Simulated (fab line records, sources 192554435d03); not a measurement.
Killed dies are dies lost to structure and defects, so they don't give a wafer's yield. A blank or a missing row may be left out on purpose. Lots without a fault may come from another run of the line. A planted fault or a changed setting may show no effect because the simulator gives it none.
Which tool did it? | flow n5_finfet | 24 lots, 72 wafers sampled, at 5 steps of a route of 1938

WHAT THE GAUGES READ, wafer by wafer
N5_FIN_CUT_OVL_MEAS_09. Usual: FIN_CUT_OVL 0.1 nm, standard deviation 0.65.
lot  | measured    | on         | FIN_CUT_OVL (nm) | flag
L074 | day 2 03:38 | overlay-02 | 0.5 0.0 1.3      |
L075 | day 2 09:37 | overlay-01 | -0.1 -0.4 -1.5   |
L076 | day 2 16:04 | overlay-02 | -0.5 -0.3 0.0    |
L077 | day 2 21:06 | overlay-02 | 0.6 0.1 0.5      |
L078 | day 3 02:39 | overlay-01 | -0.5 0.0 0.3     |
L079 | day 3 08:23 | overlay-01 | -1.3 -0.3 0.3    |
L080 | day 3 14:46 | overlay-01 | 0.0 -0.8 -0.3    |
L081 | day 3 21:15 | overlay-01 | 0.1 0.2 -0.2     |
L082 | day 4 05:44 | overlay-01 | 0.2 0.8 0.4      |
L083 | day 4 09:24 | overlay-02 | -0.1 -0.1 0.4    |
L084 | day 4 14:37 | overlay-01 | 0.6 0.0 0.3      |
L085 | day 4 22:35 | overlay-02 | -0.8 1.4 0.5     |
L086 | day 5 03:06 | overlay-02 | 0.8 -0.2 0.5     |
L087 | day 5 08:33 | overlay-01 | -1.2 -0.9 -0.8   |
L088 | day 5 15:09 | overlay-02 | 0.7 0.8 0.3      |
L089 | day 5 21:31 | overlay-01 | 0.4 -0.1 0.7     |
L090 | day 6 02:57 | overlay-01 | 0.1 0.8 0.5      |
L091 | day 6 09:55 | overlay-02 | -0.7 0.2 -1.3    |
L092 | day 6 15:33 | overlay-01 | 0.1 0.8 -0.9     |
L093 | day 6 21:46 | overlay-02 | 0.7 0.6 1.4      |
L094 | day 7 03:40 | overlay-02 | 0.0 0.1 0.6      |
L095 | day 7 08:45 | overlay-02 | 0.0 -1.0 -0.9    |
L096 | day 7 17:09 | overlay-01 | 0.4 0.2 0.9      |
L097 | day 7 21:59 | overlay-02 | -1.5 -1.0 0.0    |

WHICH TOOL RAN EACH LOT (tool, then ch and the chambers of the sampled wafers, then the start)
lot  | N5_WELL_APT_DESCUM_30             | N5_FIN_SAQP_SPACER1_ALD_24       | N5_FIN_SAQP_ETCH_65             | N5_FIN_SAQP_MANDREL_ETCH_58
L074 | rie_diel-06 ch 0,1,3, day 1 15:42 | ald_sin-03 ch 0,1, day 2 00:01   | rie_si-05 ch 1,2, day 2 01:08   | rie_si-05 ch 1,2, day 2 01:10
L075 | rie_diel-06 ch 0,3, day 1 21:28   | ald_sin-03 ch 0,2,3, day 2 05:10 | rie_si-06 ch 1,2,3, day 2 06:16 | rie_si-06 ch 1,2,3, day 2 06:17
L076 | rie_diel-04 ch 1,2, day 2 03:04   | ald_sin-04 ch 0,1,2, day 2 12:11 | rie_si-05 ch 0,2, day 2 13:16   | rie_si-05 ch 0,2, day 2 13:17
L077 | rie_diel-05 ch 0,2, day 2 08:55   | ald_sin-02 ch 0,3, day 2 17:35   | rie_si-06 ch 0,1,2, day 2 18:40 | rie_si-06 ch 0,1,2, day 2 18:41
L078 | rie_diel-05 ch 0,1,3, day 2 15:26 | ald_sin-03 ch 0,2, day 2 23:03   | rie_si-06 ch 0,2, day 3 00:13   | rie_si-06 ch 0,2, day 3 00:14
L079 | rie_diel-05 ch 0,1, day 2 20:54   | ald_sin-04 ch 1,3, day 3 04:29   | rie_si-06 ch 0,1, day 3 05:34   | rie_si-06 ch 0,1, day 3 05:35
L080 | rie_diel-04 ch 0,1,2, day 3 03:06 | ald_sin-04 ch 0,2,3, day 3 11:09 | rie_si-06 ch 1,3, day 3 12:13   | rie_si-06 ch 1,3, day 3 12:15
L081 | rie_diel-04 ch 1,3, day 3 09:16   | ald_sin-02 ch 1,2,3, day 3 17:11 | rie_si-06 ch 0,1, day 3 18:31   | rie_si-06 ch 0,1, day 3 18:33
L082 | rie_diel-06 ch 0,1,2, day 3 15:13 | ald_sin-04 ch 0,1,3, day 4 01:11 | rie_si-06 ch 1,2,3, day 4 02:15 | rie_si-06 ch 1,2,3, day 4 02:17
L083 | rie_diel-06 ch 0,1,3, day 3 21:55 | ald_sin-03 ch 0,2,3, day 4 05:44 | rie_si-05 ch 1,2,3, day 4 07:05 | rie_si-05 ch 1,2,3, day 4 07:07
L084 | rie_diel-05 ch 1,2, day 4 02:59   | ald_sin-03 ch 0,1,3, day 4 11:04 | rie_si-03 ch 0,1,2, day 4 12:08 | rie_si-03 ch 0,1,2, day 4 12:11
L085 | rie_diel-05 ch 0,1,2, day 4 09:17 | ald_sin-02 ch 0,2,3, day 4 19:01 | rie_si-03 ch 2,3, day 4 20:05   | rie_si-03 ch 2,3, day 4 20:07
L086 | rie_diel-06 ch 0,1,2, day 4 15:11 | ald_sin-02 ch 0,1,2, day 4 23:41 | rie_si-06 ch 0,2,3, day 5 00:46 | rie_si-06 ch 0,2,3, day 5 00:47
L087 | rie_diel-04 ch 0,1,2, day 4 21:02 | ald_sin-03 ch 0,1,3, day 5 04:41 | rie_si-06 ch 1,3, day 5 05:46   | rie_si-06 ch 1,3, day 5 05:48
L088 | rie_diel-05 ch 2,3, day 5 03:32   | ald_sin-02 ch 0,1,2, day 5 11:33 | rie_si-06 ch 1,2,3, day 5 12:37 | rie_si-06 ch 1,2,3, day 5 12:39
L089 | rie_diel-05 ch 0,1,2, day 5 09:32 | ald_sin-03 ch 0,1,3, day 5 17:48 | rie_si-05 ch 1,2, day 5 19:02   | rie_si-05 ch 1,2, day 5 19:04
L090 | rie_diel-04 ch 2,3, day 5 15:10   | ald_sin-04 ch 1,2, day 5 23:07   | rie_si-06 ch 0,1,3, day 6 00:11 | rie_si-06 ch 0,1,3, day 6 00:13
L091 | rie_diel-05 ch 0,1,3, day 5 21:10 | ald_sin-02 ch 0,2, day 6 05:05   | rie_si-03 ch 1,2,3, day 6 06:11 | rie_si-03 ch 1,2,3, day 6 06:13
L092 | rie_diel-06 ch 0,1,3, day 6 03:10 | ald_sin-04 ch 0,1,3, day 6 11:31 | rie_si-03 ch 0,1, day 6 12:40   | rie_si-03 ch 0,1, day 6 12:41
L093 | rie_diel-04 ch 2,3, day 6 08:53   | ald_sin-02 ch 0,2, day 6 17:07   | rie_si-03 ch 0,1,3, day 6 18:13 | rie_si-03 ch 0,1,3, day 6 18:14
L094 | rie_diel-06 ch 0,2,3, day 6 14:55 | ald_sin-02 ch 0,2, day 6 23:53   | rie_si-05 ch 0,3, day 7 01:02   | rie_si-05 ch 0,3, day 7 01:04
L095 | rie_diel-06 ch 0,2,3, day 6 21:09 | ald_sin-04 ch 1,2,3, day 7 05:10 | rie_si-03 ch 0,1,3, day 7 06:14 | rie_si-03 ch 0,1,3, day 7 06:16
L096 | rie_diel-04 ch 0,1,3, day 7 03:41 | ald_sin-03 ch 1,2,3, day 7 12:11 | rie_si-06 ch 0,1,2, day 7 13:19 | rie_si-06 ch 0,1,2, day 7 13:21
L097 | rie_diel-06 ch 1,2, day 7 08:50   | ald_sin-02 ch 2,3, day 7 18:07   | rie_si-06 ch 0,1,2, day 7 19:17 | rie_si-06 ch 0,1,2, day 7 19:19
- N5_WELL_APT_DESCUM_30: chemistry O2, time 7.9 s.
- N5_FIN_SAQP_SPACER1_ALD_24: deposits SiO2, target thk 20.3 nm, pulse time 1 s, purge time 2 s.
- N5_FIN_SAQP_ETCH_65: etches SiO2 in CF4, target depth 4 nm, time 4.4 s.
- N5_FIN_SAQP_MANDREL_ETCH_58: etches a-Si in HBr/Cl2, stops on SiNx, target depth 45 nm, bt time 10 s, time 27 s.

WHAT THE TOOLS THEMSELVES READ (means of the sampled wafers that have a number; where no wafer has one, the mark that the record gives instead)
N5_WELL_APT_DESCUM_30. Usual: chamber_pressure_mTorr 19.999 mTorr, standard deviation 0.016; drypump_motor_current_A 5.7 A, standard deviation 0.6; oes_product_au 0.75 a.u., standard deviation 0.071; rf_vpp_V 243.1 V, standard deviation 1.4; showerhead_plenum_p_Torr 2.09 Torr, standard deviation 0.079; throttle_valve_pct 20.53 %, standard deviation 0.27.
lot  | tool        | chamber_pressure_mTorr (mTorr) | drypump_motor_current_A (A) | oes_product_au (a.u.) | rf_vpp_V (V) | showerhead_plenum_p_Torr (Torr) | throttle_valve_pct (%) | flag
L074 | rie_diel-06 | 19.997                         | 5.6                         | 0.79                  | 242.2        | 2.08                            | 20.43                  |
L075 | rie_diel-06 | 19.994                         | 6.1                         | 0.78                  | 242.9        | 2.08                            | 20.57                  |
L076 | rie_diel-04 | 19.982                         | 5.8                         | 0.72                  | 243.9        | 2.15                            | 20.92                  |
L077 | rie_diel-05 | 19.988                         | 5.0                         | 0.69                  | 242.9        | 2.06                            | 20.57                  |
L078 | rie_diel-05 | 19.999                         | 5.5                         | 0.71                  | 242.8        | 2.04                            | 20.62                  |
L079 | rie_diel-05 | 19.993                         | 5.0                         | 0.71                  | 241.8        | 2.00                            | 20.68                  |
L080 | rie_diel-04 | 20.012                         | 6.1                         | 0.73                  | 244.2        | 2.13                            | 20.60                  |
L081 | rie_diel-04 | 20.009                         | 6.1                         | 0.79                  | 241.6        | 2.08                            | 20.77                  |
L082 | rie_diel-06 | 19.985                         | 5.4                         | 0.76                  | 243.9        | 2.12                            | 20.42                  |
L083 | rie_diel-06 | 20.008                         | 5.6                         | 0.77                  | 243.2        | 2.08                            | 20.47                  |
L084 | rie_diel-05 | 20.006                         | 5.3                         | 0.78                  | 242.0        | 2.03                            | 20.48                  |
L085 | rie_diel-05 | 19.986                         | 5.1                         | 0.78                  | 242.4        | 2.04                            | 20.48                  |
L086 | rie_diel-06 | 19.991                         | 5.4                         | 0.75                  | 243.6        | 2.11                            | 20.44                  |
L087 | rie_diel-04 | 20.002                         | 6.1                         | 0.72                  | 243.6        | 2.13                            | 20.63                  |
L088 | rie_diel-05 | 19.998                         | 5.6                         | 0.86                  | 244.5        | 2.14                            | 20.22                  |
L089 | rie_diel-05 | 20.003                         | 5.1                         | 0.76                  | 242.5        | 2.03                            | 20.50                  |
L090 | rie_diel-04 | 19.994                         | 6.0                         | 0.75                  | 242.3        | 2.03                            | 20.58                  |
L091 | rie_diel-05 | 19.998                         | 5.5                         | 0.69                  | 242.4        | 2.03                            | 20.65                  |
L092 | rie_diel-06 | 20.000                         | 5.6                         | 0.75                  | 242.9        | 2.07                            | 20.50                  |
L093 | rie_diel-04 | 19.995                         | 5.9                         | 0.71                  | 241.4        | 2.03                            | 20.55                  |
L094 | rie_diel-06 | 20.009                         | 5.7                         | 0.78                  | 244.1        | 2.13                            | 20.47                  |
L095 | rie_diel-06 | 19.990                         | 5.7                         | 0.78                  | 242.7        | 2.13                            | 20.48                  |
L096 | rie_diel-04 | 19.997                         | 6.3                         | 0.74                  | 243.0        | 2.11                            | 20.69                  |
L097 | rie_diel-06 | 20.004                         | 4.9                         | 0.75                  | 243.4        | 2.11                            | 20.34                  |

N5_FIN_SAQP_SPACER1_ALD_24. Usual: heater_power_w 465 W, standard deviation 70; precursor_pulse_height_rel 1.000, standard deviation 0.021.
lot  | tool       | heater_power_w (W) | precursor_pulse_height_rel | flag
L074 | ald_sin-03 | 429                | 0.993                      |
L075 | ald_sin-03 | 447                | 1.019                      |
L076 | ald_sin-04 | 429                | 1.007                      |
L077 | ald_sin-02 | 513                | 1.012                      |
L078 | ald_sin-03 | 448                | 0.986                      |
L079 | ald_sin-04 | 403                | 1.013                      |
L080 | ald_sin-04 | 419                | 0.993                      |
L081 | ald_sin-02 | 509                | 1.005                      |
L082 | ald_sin-04 | 398                | 1.012                      |
L083 | ald_sin-03 | 446                | 1.003                      |
L084 | ald_sin-03 | 427                | 1.015                      |
L085 | ald_sin-02 | 487                | 1.003                      |
L086 | ald_sin-02 | 533                | 1.002                      |
L087 | ald_sin-03 | 431                | 0.991                      |
L088 | ald_sin-02 | 538                | 0.989                      |
L089 | ald_sin-03 | 429                | 1.009                      |
L090 | ald_sin-04 | 446                | 1.005                      |
L091 | ald_sin-02 | 473                | 0.996                      |
L092 | ald_sin-04 | 402                | 1.000                      |
L093 | ald_sin-02 | 471                | 1.000                      |
L094 | ald_sin-02 | 498                | 1.001                      |
L095 | ald_sin-04 | 421                | 1.016                      |
L096 | ald_sin-03 | 439                | 0.996                      |
L097 | ald_sin-02 | 447                | 0.994                      |

N5_FIN_SAQP_ETCH_65. Usual: chamber_pressure_mTorr 10.001 mTorr, standard deviation 0.0084; drypump_motor_current_A 5.5 A, standard deviation 0.38; oes_product_au 1.015 a.u., standard deviation 0.023; throttle_valve_pct 21.76 %, standard deviation 0.25.
lot  | tool      | chamber_pressure_mTorr (mTorr) | drypump_motor_current_A (A) | oes_product_au (a.u.) | throttle_valve_pct (%) | flag
L074 | rie_si-05 | 10.008                         | 5.6                         | 1.002                 | 21.75                  |
L075 | rie_si-06 | 9.998                          | 5.4                         | 1.029                 | 21.64                  |
L076 | rie_si-05 | 9.996                          | 5.8                         | 1.032                 | 21.73                  |
L077 | rie_si-06 | 10.003                         | 5.8                         | 1.017                 | 21.68                  |
L078 | rie_si-06 | 9.996                          | 5.7                         | 1.005                 | 21.62                  |
L079 | rie_si-06 | 9.999                          | 5.9                         | 1.030                 | 21.77                  |
L080 | rie_si-06 | 9.994                          | 5.2                         | 1.042                 | 21.74                  |
L081 | rie_si-06 | 10.002                         | 5.9                         | 1.033                 | 21.75                  |
L082 | rie_si-06 | 10.001                         | 5.4                         | 1.024                 | 21.64                  |
L083 | rie_si-05 | 10.010                         | 5.5                         | 0.992                 | 21.65                  |
L084 | rie_si-03 | 9.999                          | 5.7                         | 0.999                 | 21.89                  |
L085 | rie_si-03 | 9.999                          | 5.6                         | 1.015                 | 21.67                  |
L086 | rie_si-06 | 10.003                         | 5.5                         | 1.024                 | 21.71                  |
L087 | rie_si-06 | 10.002                         | 5.2                         | 1.040                 | 21.75                  |
L088 | rie_si-06 | 9.999                          | 5.4                         | 1.026                 | 21.64                  |
L089 | rie_si-05 | 9.999                          | 5.6                         | 1.001                 | 21.49                  |
L090 | rie_si-06 | 10.006                         | 5.6                         | 1.029                 | 21.79                  |
L091 | rie_si-03 | 10.007                         | 5.7                         | 1.004                 | 21.70                  |
L092 | rie_si-03 | 9.995                          | 5.8                         | 0.989                 | 21.94                  |
L093 | rie_si-03 | 9.999                          | 5.5                         | 0.985                 | 21.95                  |
L094 | rie_si-05 | 9.998                          | 5.8                         | 1.033                 | 21.89                  |
L095 | rie_si-03 | 9.997                          | 5.5                         | 0.990                 | 21.95                  |
L096 | rie_si-06 | 9.998                          | 5.8                         | 1.023                 | 21.70                  |
L097 | rie_si-06 | 10.007                         | 5.8                         | 1.020                 | 21.69                  |

N5_FIN_SAQP_MANDREL_ETCH_58. Usual: chamber_pressure_mTorr 9.999 mTorr, standard deviation 0.0097; drypump_motor_current_A 5.5 A, standard deviation 0.38; mfc_cl2_sccm 80.01 sccm, standard deviation 0.23; oes_product_au 0.698 a.u., standard deviation 0.013; throttle_valve_pct 35.5 %, standard deviation 0.38.
lot  | tool      | chamber_pressure_mTorr (mTorr) | drypump_motor_current_A (A) | mfc_cl2_sccm (sccm) | oes_product_au (a.u.) | throttle_valve_pct (%) | flag
L074 | rie_si-05 | 9.994                          | 5.6                         | 79.98               | 0.700                 | 35.7                   |
L075 | rie_si-06 | 10.002                         | 5.4                         | 79.92               | 0.699                 | 35.3                   |
L076 | rie_si-05 | 9.990                          | 5.8                         | 80.16               | 0.697                 | 35.6                   |
L077 | rie_si-06 | 9.999                          | 5.8                         | 80.09               | 0.699                 | 35.4                   |
L078 | rie_si-06 | 10.010                         | 5.7                         | 79.86               | 0.678                 | 35.1                   |
L079 | rie_si-06 | 10.002                         | 5.9                         | 80.09               | 0.700                 | 35.6                   |
L080 | rie_si-06 | 9.999                          | 5.1                         | 79.84               | 0.698                 | 35.6                   |
L081 | rie_si-06 | 10.001                         | 5.9                         | 80.19               | 0.704                 | 35.6                   |
L082 | rie_si-06 | 9.999                          | 5.4                         | 80.02               | 0.688                 | 35.4                   |
L083 | rie_si-05 | 10.000                         | 5.5                         | 79.94               | 0.692                 | 35.5                   |
L084 | rie_si-03 | 9.994                          | 5.7                         | 79.88               | 0.699                 | 35.7                   |
L085 | rie_si-03 | 10.001                         | 5.6                         | 79.85               | 0.708                 | 35.4                   |
L086 | rie_si-06 | 9.995                          | 5.4                         | 80.04               | 0.694                 | 35.4                   |
L087 | rie_si-06 | 9.998                          | 5.2                         | 79.97               | 0.701                 | 35.6                   |
L088 | rie_si-06 | 10.000                         | 5.4                         | 80.12               | 0.697                 | 35.3                   |
L089 | rie_si-05 | 9.997                          | 5.6                         | 80.03               | 0.703                 | 35.3                   |
L090 | rie_si-06 | 9.999                          | 5.6                         | 80.06               | 0.704                 | 35.7                   |
L091 | rie_si-03 | 9.994                          | 5.7                         | 79.93               | 0.699                 | 35.5                   |
L092 | rie_si-03 | 9.994                          | 5.8                         | 79.87               | 0.695                 | 35.8                   |
L093 | rie_si-03 | 9.997                          | 5.5                         | 80.00               | 0.693                 | 35.7                   |
L094 | rie_si-05 | 9.999                          | 5.7                         | 79.73               | 0.702                 | 35.7                   |
L095 | rie_si-03 | 9.994                          | 5.5                         | 80.19               | 0.699                 | 35.6                   |
L096 | rie_si-06 | 10.002                         | 5.8                         | 79.97               | 0.695                 | 35.4                   |
L097 | rie_si-06 | 9.993                          | 5.8                         | 80.02               | 0.699                 | 35.4                   |

THE ANSWER, worked out from the rows above alone
Rule: a lot is off if the mean of its wafers that have a number lies more than 3 standard deviations from the usual mean. A lot without any number at a reading at which 4 lots or more have one is off too. The other lots that the step has rows for count as sound. The gauges are gone through in route order, then the tools' own readings, and for those a lot's mean is taken as printed above. The first step at which some lot is off is used, and at that step the reading that is off furthest; a lot without a number counts as furthest.
No lot is off at any reading shown: from this, nothing can be told.

WHAT THE SIMULATOR HAD PUT IN
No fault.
